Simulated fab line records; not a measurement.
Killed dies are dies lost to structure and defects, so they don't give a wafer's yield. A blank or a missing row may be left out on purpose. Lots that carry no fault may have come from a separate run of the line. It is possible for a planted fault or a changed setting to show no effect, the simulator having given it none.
What tool caused it? :: flow nand_harc :: 35 wafers from 12 lots sampled at 6 of the route's 1302 steps

WHAT THE GAUGES SHOWED, per wafer
NHARC_A_CHANNEL_FILL_D1_INSPECT_13. Usual: raw_defect_count 296, standard deviation 110.
lot: L301
measured: day 10 23:42
on: defect_inspect-02
raw_defect_count: 336 168 198
flag: 

lot: L303
measured: day 11 23:01
on: defect_inspect-02
raw_defect_count: 427 402 425
flag: 

lot: L304
measured: day 12 04:21
on: defect_inspect-02
raw_defect_count: 419 505 353
flag: 

lot: L306
measured: day 13 03:03
on: defect_inspect-02
raw_defect_count: 169 202 235
flag: 

lot: L309
measured: day 14 08:31
on: defect_inspect-01
raw_defect_count: 187 234
flag: 

lot: L315
measured: day 17 02:33
on: defect_inspect-02
raw_defect_count: 359 382 375
flag: 

lot: L316
measured: day 17 06:17
on: defect_inspect-01
raw_defect_count: 388 365 311
flag: 

lot: L317
measured: day 17 15:51
on: defect_inspect-02
raw_defect_count: 230 217 517
flag: 

lot: L318
measured: day 18 02:53
on: defect_inspect-01
raw_defect_count: 299 282 335
flag: 

lot: L320
measured: day 19 10:47
on: defect_inspect-02
raw_defect_count: 298 253 248
flag: 

lot: L323
measured: day 20 01:29
on: defect_inspect-02
raw_defect_count: 373 159 347
flag: 

lot: L324
measured: day 20 18:15
on: defect_inspect-01
raw_defect_count: 471 646 364
flag: 

NHARC_A_ONON_D2_THK_MEAS_11: measures by ellipsometry. Usual: thk_nm 1002 nm, standard deviation 10.
lot: L301
measured: day 12 12:20
on: film_metro-02
thk_nm (nm): 993 993 992
flag: 

lot: L303
measured: day 13 08:36
on: film_metro-01
thk_nm (nm): 1005 1007 1004
flag: 

lot: L304
measured: day 13 14:22
on: film_metro-02
thk_nm (nm): 1015 1019 1014
flag: 

lot: L306
measured: day 14 18:02
on: film_metro-01
thk_nm (nm): 997 997 677
flag: OFF

lot: L309
measured: day 15 20:04
on: film_metro-01
thk_nm (nm): 1001 679
flag: OFF

lot: L315
measured: day 18 13:46
on: film_metro-01
thk_nm (nm): 1008 1006 1008
flag: 

lot: L316
measured: day 18 23:36
on: film_metro-01
thk_nm (nm): 993 994 992
flag: 

lot: L317
measured: day 18 23:43
on: film_metro-02
thk_nm (nm): 1002 1000 1002
flag: 

lot: L318
measured: day 19 16:32
on: film_metro-01
thk_nm (nm): 1008 1008 1008
flag: 

lot: L320
measured: day 21 01:47
on: film_metro-01
thk_nm (nm): 1004 1006 1004
flag: 

lot: L323
measured: day 21 18:25
on: film_metro-02
thk_nm (nm): 1003 1004 1004
flag: 

lot: L324
measured: day 22 08:32
on: film_metro-02
thk_nm (nm): 1003 1003 1005
flag: 

NHARC_END_SORT_01. Usual: killed_at_array 49, standard deviation 19; killed_at_other 0.9, standard deviation 1.1; killed_at_periphery 4.0, standard deviation 2.7; killed_dies 54, standard deviation 19; killed_open 3.3, standard deviation 1.8; killed_short 2.6, standard deviation 1.6.
lot: L301
measured: day 25 14:16
on: prober-02
killed_at_array: 25 27 22
killed_at_other: 0 0 2
killed_at_periphery: 6 7 7
killed_dies: 31 34 31
killed_open: 4 3 3
killed_short: 3 3 5
flag: 

lot: L303
measured: day 25 06:32
on: prober-02
killed_at_array: 25 43 42
killed_at_other: 2 0 1
killed_at_periphery: 4 4 5
killed_dies: 31 47 48
killed_open: 3 2 9
killed_short: 0 3 4
flag: 

lot: L306
measured: day 26 15:52
on: prober-01
killed_at_array: 19 33 674
killed_at_other: 0 0 0
killed_at_periphery: 1 5 3
killed_dies: 20 38 677
killed_open: 2 8 4
killed_short: 2 5 1
flag: OFF

lot: L309
measured: day 27 22:50
on: prober-01
killed_at_array: 58 671
killed_at_other: 0 3
killed_at_periphery: 3 3
killed_dies: 61 677
killed_open: 7 3
killed_short: 3 7
flag: OFF

lot: L315
measured: day 31 04:11
on: prober-01
killed_at_array: 53
killed_at_other: 2
killed_at_periphery: 0
killed_dies: 55
killed_open: 2
killed_short: 3
flag: 

lot: L316
measured: day 31 02:34
on: prober-02
killed_at_array: 26 25 30
killed_at_other: 0 0 1
killed_at_periphery: 4 1 4
killed_dies: 30 26 35
killed_open: 2 2 5
killed_short: 6 3 5
flag: 

lot: L317
measured: day 30 20:20
on: prober-01
killed_at_array: 40 44 33
killed_at_other: 0 2 0
killed_at_periphery: 8 2 6
killed_dies: 48 48 39
killed_open: 3 4 4
killed_short: 2 2 4
flag: 

lot: L318
measured: day 31 10:19
on: prober-02
killed_at_array: 34 36 37
killed_at_other: 1 1 0
killed_at_periphery: 5 8 13
killed_dies: 40 45 50
killed_open: 6 6 4
killed_short: 4 3 2
flag: 

lot: L320
measured: day 32 18:20
on: prober-01
killed_at_array: 55 63 39
killed_at_other: 1 1 1
killed_at_periphery: 6 5 3
killed_dies: 62 69 43
killed_open: 3 4 2
killed_short: 5 2 2
flag: 

WHICH TOOL RAN EACH LOT (tool, then ch and the chambers of the sampled wafers, then the start)
lot: L301
NHARC_A_CHANNEL_FILL_D1_ETCHBACK_08: rie_diel-06 ch 1,3, day 10 23:42 or earlier
NHARC_A_CHANNEL_FILL_D1_STRIP_29: rie_diel-06 ch 0,1,3, day 10 23:42 or earlier
NHARC_A_ONON_D2_DEP_09: pecvd_onon-04 ch 0, day 12 11:56

lot: L303
NHARC_A_CHANNEL_FILL_D1_ETCHBACK_08: rie_diel-10 ch 0,2, day 11 17:02 or earlier
NHARC_A_CHANNEL_FILL_D1_STRIP_29: rie_diel-10 ch 0,1, day 11 17:02
NHARC_A_ONON_D2_DEP_09: pecvd_onon-01 ch 0, day 13 08:11

lot: L304
NHARC_A_CHANNEL_FILL_D1_ETCHBACK_08: rie_diel-06 ch 0,1,2, day 12 04:21 or earlier
NHARC_A_CHANNEL_FILL_D1_STRIP_29: rie_diel-06 ch 1,2,3, day 12 04:21 or earlier
NHARC_A_ONON_D2_DEP_09: pecvd_onon-03 ch 0, day 13 13:50

lot: L306
NHARC_A_CHANNEL_FILL_D1_ETCHBACK_08: rie_diel-09 ch 0,1,3, day 13 03:03 or earlier
NHARC_A_CHANNEL_FILL_D1_STRIP_29: rie_diel-09 ch 0,1, day 13 03:03 or earlier
NHARC_A_ONON_D2_DEP_09: pecvd_onon-01 ch 0, day 14 17:36

lot: L309
NHARC_A_CHANNEL_FILL_D1_ETCHBACK_08: rie_diel-09 ch 0,3, day 14 08:31 or earlier
NHARC_A_CHANNEL_FILL_D1_STRIP_29: rie_diel-09 ch 0, day 14 08:31 or earlier
NHARC_A_ONON_D2_DEP_09: pecvd_onon-01 ch 0, day 15 19:37

lot: L315
NHARC_A_CHANNEL_FILL_D1_ETCHBACK_08: rie_diel-10 ch 1,3, day 17 02:33 or earlier
NHARC_A_CHANNEL_FILL_D1_STRIP_29: rie_diel-10 ch 0,1,3, day 17 02:33 or earlier
NHARC_A_ONON_D2_DEP_09: pecvd_onon-01 ch 0, day 18 13:19

lot: L316
NHARC_A_CHANNEL_FILL_D1_ETCHBACK_08: rie_diel-09 ch 0,1,2, day 17 06:17 or earlier
NHARC_A_CHANNEL_FILL_D1_STRIP_29: rie_diel-09 ch 0,1,2, day 17 06:17 or earlier
NHARC_A_ONON_D2_DEP_09: pecvd_onon-03 ch 0, day 18 23:05

lot: L317
NHARC_A_CHANNEL_FILL_D1_ETCHBACK_08: rie_diel-10 ch 0,2,3, day 17 15:51 or earlier
NHARC_A_CHANNEL_FILL_D1_STRIP_29: rie_diel-10 ch 0,3, day 17 15:51 or earlier
NHARC_A_ONON_D2_DEP_09: pecvd_onon-01 ch 0, day 18 23:20

lot: L318
NHARC_A_CHANNEL_FILL_D1_ETCHBACK_08: rie_diel-09 ch 2,3, day 17 19:38 or earlier
NHARC_A_CHANNEL_FILL_D1_STRIP_29: rie_diel-09 ch 1,2, day 17 19:38
NHARC_A_ONON_D2_DEP_09: pecvd_onon-03 ch 0, day 19 16:02

lot: L320
NHARC_A_CHANNEL_FILL_D1_ETCHBACK_08: rie_diel-06 ch 0,2, day 19 10:47 or earlier
NHARC_A_CHANNEL_FILL_D1_STRIP_29: rie_diel-06 ch 0,1, day 19 10:47 or earlier
NHARC_A_ONON_D2_DEP_09: pecvd_onon-04 ch 0, day 21 01:20

lot: L323
NHARC_A_CHANNEL_FILL_D1_ETCHBACK_08: rie_diel-10 ch 1,2,3, day 20 01:29 or earlier
NHARC_A_CHANNEL_FILL_D1_STRIP_29: rie_diel-10 ch 0,1,2, day 20 01:29 or earlier
NHARC_A_ONON_D2_DEP_09: pecvd_onon-01 ch 0, day 21 17:55

lot: L324
NHARC_A_CHANNEL_FILL_D1_ETCHBACK_08: rie_diel-10 ch 0,2, day 20 18:15 or earlier
NHARC_A_CHANNEL_FILL_D1_STRIP_29: rie_diel-10 ch 0,2, day 20 18:15 or earlier
NHARC_A_ONON_D2_DEP_09: pecvd_onon-01 ch 0, day 22 08:08
- NHARC_A_CHANNEL_FILL_D1_ETCHBACK_08: etches the open film in C4F8, target depth 220 nm, time 110 s.
- NHARC_A_CHANNEL_FILL_D1_STRIP_29: strips in O2, time 20 s.
- NHARC_A_ONON_D2_DEP_09: target thk 1000 nm.

WHAT THE TOOLS THEMSELVES READ (means of the sampled wafers that have a number; where no wafer has one, the mark that the record gives instead)
NHARC_A_CHANNEL_FILL_D1_ETCHBACK_08. Usual: oes_product_au 0.94 a.u., standard deviation 0.032; rf_vpp_V 441.9 V, standard deviation 2.7.
lot: L301
tool: rie_diel-06
oes_product_au (a.u.): 0.93
rf_vpp_V (V): 445.0
flag: 

lot: L303
tool: rie_diel-10
oes_product_au (a.u.): 1.00
rf_vpp_V (V): 442.5
flag: 

lot: L304
tool: rie_diel-06
oes_product_au (a.u.): 0.93
rf_vpp_V (V): 443.6
flag: 

lot: L306
tool: rie_diel-09
oes_product_au (a.u.): 0.92
rf_vpp_V (V): 441.9
flag: 

lot: L309
tool: rie_diel-09
oes_product_au (a.u.): 0.92
rf_vpp_V (V): 440.9
flag: 

lot: L315
tool: rie_diel-10
oes_product_au (a.u.): 0.92
rf_vpp_V (V): 442.5
flag: 

lot: L316
tool: rie_diel-09
oes_product_au (a.u.): 0.93
rf_vpp_V (V): 441.8
flag: 

lot: L317
tool: rie_diel-10
oes_product_au (a.u.): 0.92
rf_vpp_V (V): 444.0
flag: 

lot: L318
tool: rie_diel-09
oes_product_au (a.u.): 0.92
rf_vpp_V (V): 439.1
flag: 

lot: L320
tool: rie_diel-06
oes_product_au (a.u.): 1.00
rf_vpp_V (V): 443.7
flag: 

lot: L323
tool: rie_diel-10
oes_product_au (a.u.): 0.92
rf_vpp_V (V): 441.4
flag: 

lot: L324
tool: rie_diel-10
oes_product_au (a.u.): 0.92
rf_vpp_V (V): 443.6
flag: 

NHARC_A_CHANNEL_FILL_D1_STRIP_29. Usual: drypump_motor_current_A 5.9 A, standard deviation 0.5; oes_product_au 0.999 a.u., standard deviation 0.0099; rf_vpp_V 58.0 V, standard deviation 0.94; showerhead_plenum_p_Torr 3.60 Torr, standard deviation 0.14; throttle_valve_pct 17.036 %, standard deviation 0.009.
lot: L301
tool: rie_diel-06
drypump_motor_current_A (A): 5.6
oes_product_au (a.u.): 1.004
rf_vpp_V (V): 57.5
showerhead_plenum_p_Torr (Torr): 3.71
throttle_valve_pct (%): 17.037
flag: 

lot: L303
tool: rie_diel-10
drypump_motor_current_A (A): 5.6
oes_product_au (a.u.): 0.997
rf_vpp_V (V): 58.0
showerhead_plenum_p_Torr (Torr): 3.61
throttle_valve_pct (%): 17.029
flag: 

lot: L304
tool: rie_diel-06
drypump_motor_current_A (A): 5.7
oes_product_au (a.u.): 0.999
rf_vpp_V (V): 58.1
showerhead_plenum_p_Torr (Torr): 3.73
throttle_valve_pct (%): 17.028
flag: 

lot: L306
tool: rie_diel-09
drypump_motor_current_A (A): 6.4
oes_product_au (a.u.): 1.003
rf_vpp_V (V): 59.3
showerhead_plenum_p_Torr (Torr): 3.68
throttle_valve_pct (%): 17.040
flag: 

lot: L309
tool: rie_diel-09
drypump_motor_current_A (A): 6.5
oes_product_au (a.u.): 1.001
rf_vpp_V (V): 59.9
showerhead_plenum_p_Torr (Torr): 3.75
throttle_valve_pct (%): 17.031
flag: 

lot: L315
tool: rie_diel-10
drypump_motor_current_A (A): 5.8
oes_product_au (a.u.): 0.995
rf_vpp_V (V): 57.5
showerhead_plenum_p_Torr (Torr): 3.62
throttle_valve_pct (%): 17.038
flag: 

lot: L316
tool: rie_diel-09
drypump_motor_current_A (A): 6.0
oes_product_au (a.u.): 1.003
rf_vpp_V (V): 56.7
showerhead_plenum_p_Torr (Torr): 3.54
throttle_valve_pct (%): 17.036
flag: 

lot: L317
tool: rie_diel-10
drypump_motor_current_A (A): 5.5
oes_product_au (a.u.): 0.994
rf_vpp_V (V): 59.5
showerhead_plenum_p_Torr (Torr): 3.72
throttle_valve_pct (%): 17.035
flag: 

lot: L318
tool: rie_diel-09
drypump_motor_current_A (A): 5.9
oes_product_au (a.u.): 1.010
rf_vpp_V (V): 57.6
showerhead_plenum_p_Torr (Torr): 3.47
throttle_valve_pct (%): 17.029
flag: 

lot: L320
tool: rie_diel-06
drypump_motor_current_A (A): 5.4
oes_product_au (a.u.): 1.005
rf_vpp_V (V): 58.5
showerhead_plenum_p_Torr (Torr): 3.67
throttle_valve_pct (%): 17.036
flag: 

lot: L323
tool: rie_diel-10
drypump_motor_current_A (A): 5.9
oes_product_au (a.u.): 0.999
rf_vpp_V (V): 58.3
showerhead_plenum_p_Torr (Torr): 3.57
throttle_valve_pct (%): 17.034
flag: 

lot: L324
tool: rie_diel-10
drypump_motor_current_A (A): 5.7
oes_product_au (a.u.): 0.988
rf_vpp_V (V): 57.1
showerhead_plenum_p_Torr (Torr): 3.62
throttle_valve_pct (%): 17.040
flag: 

NHARC_A_ONON_D2_DEP_09. Usual: nh3_flow_sccm 500.2 sccm, standard deviation 1.6.
lot: L301
tool: pecvd_onon-04
nh3_flow_sccm (sccm): 499.9
flag: 

lot: L303
tool: pecvd_onon-01
nh3_flow_sccm (sccm): 501.6
flag: 

lot: L304
tool: pecvd_onon-03
nh3_flow_sccm (sccm): 501.6
flag: 

lot: L306
tool: pecvd_onon-01
nh3_flow_sccm (sccm): 499.1
flag: 

lot: L309
tool: pecvd_onon-01
nh3_flow_sccm (sccm): 499.0
flag: 

lot: L315
tool: pecvd_onon-01
nh3_flow_sccm (sccm): 500.3
flag: 

lot: L316
tool: pecvd_onon-03
nh3_flow_sccm (sccm): 498.7
flag: 

lot: L317
tool: pecvd_onon-01
nh3_flow_sccm (sccm): 498.8
flag: 

lot: L318
tool: pecvd_onon-03
nh3_flow_sccm (sccm): 500.1
flag: 

lot: L320
tool: pecvd_onon-04
nh3_flow_sccm (sccm): 502.0
flag: 

lot: L323
tool: pecvd_onon-01
nh3_flow_sccm (sccm): 500.1
flag: 

lot: L324
tool: pecvd_onon-01
nh3_flow_sccm (sccm): 498.0
flag: 

THE ANSWER, worked out from the rows above alone
Rule: a lot is off if the mean of its wafers that have a number lies more than 3 standard deviations from the usual mean. Also off: a lot with no number at a reading for which 4 or more lots have one. The other lots that the step has rows for count as sound. After the gauges, taken in route order, come the tools' own readings; for these a lot's mean is taken, as printed above. At the first step where some lot is off, the reading lying furthest off is the one used; lots without a number count as furthest.
Off at NHARC_A_ONON_D2_THK_MEAS_11 (thk_nm): L306, L309.
If a tool, at a process step before that reading, ran all the lots that are off and no sound lot after the first of them, it fits. Not tried: the gauges at NHARC_A_ONON_D2_THK_MEAS_11; whatever is off there is also off at NHARC_END_SORT_01, on other tools, and gauge error can't account for it. NHARC_A_CHANNEL_FILL_D1_ETCHBACK_08 gives no start for some lots, so the hours and the order of its lots are those of NHARC_A_CHANNEL_FILL_D1_INSPECT_13. NHARC_A_CHANNEL_FILL_D1_STRIP_29 gives no start for some lots, so the hours and the order of its lots are those of NHARC_A_CHANNEL_FILL_D1_INSPECT_13. None of those tried fits.

WHAT THE SIMULATOR HAD INSERTED
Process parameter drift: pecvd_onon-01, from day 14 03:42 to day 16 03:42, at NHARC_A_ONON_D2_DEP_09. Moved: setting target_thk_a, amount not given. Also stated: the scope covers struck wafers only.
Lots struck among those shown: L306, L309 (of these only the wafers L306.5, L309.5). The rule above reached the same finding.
